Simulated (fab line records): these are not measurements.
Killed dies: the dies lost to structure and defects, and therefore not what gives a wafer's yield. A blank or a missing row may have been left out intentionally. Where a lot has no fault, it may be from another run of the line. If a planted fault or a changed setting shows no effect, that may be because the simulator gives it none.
Which of the tools did it? -- flow n5Finfet -- Sampling: 10 lots, 27 wafers, 4 of 1938 route steps

WHAT THE GAUGES SHOWED, per wafer
N5_HKMG_FIN_CD_MEAS_49: the cd target is 202 nm.
lot,measured,on,cdNm (nm)
L154,day 4 13:26,cdSem-01,202.8 202.7 202.5
L156,day 5 07:13,cdSem-01,202.4 202.8 203.1
L157,day 5 08:25,cdSem-02,202.7 202.5 202.4
L160,day 6 04:55,cdSem-01,222.6 201.9
L164,day 7 03:14,cdSem-03,221.8 202.5
L167,day 7 17:33,cdSem-03,222.7 223.4
L168,day 7 23:59,cdSem-02,203.1 202.7 202.5
L170,day 8 11:41,cdSem-01,202.5 201.8 202.0
L173,day 9 11:23,cdSem-03,202.2 202.6 201.8
L175,day 9 23:22,cdSem-01,202.1 201.3 201.3

WHAT TOOL EACH LOT RAN ON (gives the tool, then ch and the chambers of the sampled wafers, and finally the start)
lot,N5_SDB_ETCH_17,N5_HKMG_FIN_ALD_75,N5_HKMG_FIN_EXPOSE_46
L154,"rieDiel-05 ch 0,2,3, day 4 07:01","aldHk-02 ch 0,1,3, day 4 12:58","arfiScanner-01 ch 0, day 4 13:18"
L156,"rieDiel-02 ch 0,1,3, day 4 22:41","aldHk-01 ch 0,1,2, day 5 06:45","arfiScanner-01 ch 0, day 5 07:05"
L157,"rieDiel-02 ch 0,2,3, day 4 23:59","aldHk-01 ch 0,1,2, day 5 08:04","arfiScanner-01 ch 0, day 5 08:17"
L160,"rieDiel-06 ch 0,1, day 5 23:20","aldHk-03 ch 0,1, day 6 04:29","arfiScanner-01 ch 0, day 6 04:49"
L164,"rieDiel-06 ch 0,3, day 6 21:34","aldHk-02 ch 2,3, day 7 02:46","arfiScanner-01 ch 0, day 7 03:07"
L167,"rieDiel-05 ch 1,3, day 7 12:11","aldHk-03 ch 2,3, day 7 17:05","arfiScanner-01 ch 0, day 7 17:26"
L168,"rieDiel-05 ch 0,2, day 7 18:37","aldHk-03 ch 2,3, day 7 23:31","arfiScanner-03 ch 0, day 7 23:52"
L170,"rieDiel-06 ch 0,2,3, day 8 05:26","aldHk-02 ch 0,1,3, day 8 11:20","arfiScanner-03 ch 0, day 8 11:34"
L173,"rieDiel-02 ch 0,2,3, day 9 05:51","aldHk-01 ch 0,1,3, day 9 10:54","arfiScanner-03 ch 0, day 9 11:16"
L175,"rieDiel-05 ch 0,1,2, day 9 17:08","aldHk-02 ch 0,1,2, day 9 23:02","arfiScanner-02 ch 0, day 9 23:15"
- N5_SDB_ETCH_17: etches SiARC in CF4, target depth 23.4 nm, time 39 s.
- N5_HKMG_FIN_ALD_75: deposits Al2O3, target thk 1 nm, co reactant pulse time 1 s.
- N5_HKMG_FIN_EXPOSE_46: exposes mask NDIPOLE.

THE ANSWER, worked out from the rows above alone
Rule: what is usual is taken from the lots themselves. Put in order of their means at a reading, lots are off if they are a third of the lots or fewer, leave a main group of 4 or more, and stand apart from it by a gap of 3 or more times the standard deviation of the main group's means; of several such gaps the widest counts. A main group is skipped when, at the precision printed for the reading in the tables above, its means are all equal. Also off: a lot with no number at a reading for which 4 or more lots have one. All remaining lots with rows at the step are treated as sound.
Off, at N5_HKMG_FIN_CD_MEAS_49 on cdNm: L160, L164, L167. For the main group the mean is 202.4 nm and the standard deviation 0.41.
If a tool, at a process step before that reading, ran all the lots that are off and no sound lot after the first of them, it fits. Those tools and the gauges at N5_HKMG_FIN_CD_MEAS_49 are tried in the same way. One candidate fits, namely arfiScanner-01 at N5_HKMG_FIN_EXPOSE_46. Its last sound lot is L157 (day 5 08:17), its first lot that is off L160 (day 6 04:49): a fault that began between those two fits.

WHAT THE SIMULATOR HAD PUT IN
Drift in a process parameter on arfiScanner-01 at N5_HKMG_FIN_EXPOSE_46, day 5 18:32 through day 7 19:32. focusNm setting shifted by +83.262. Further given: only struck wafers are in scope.
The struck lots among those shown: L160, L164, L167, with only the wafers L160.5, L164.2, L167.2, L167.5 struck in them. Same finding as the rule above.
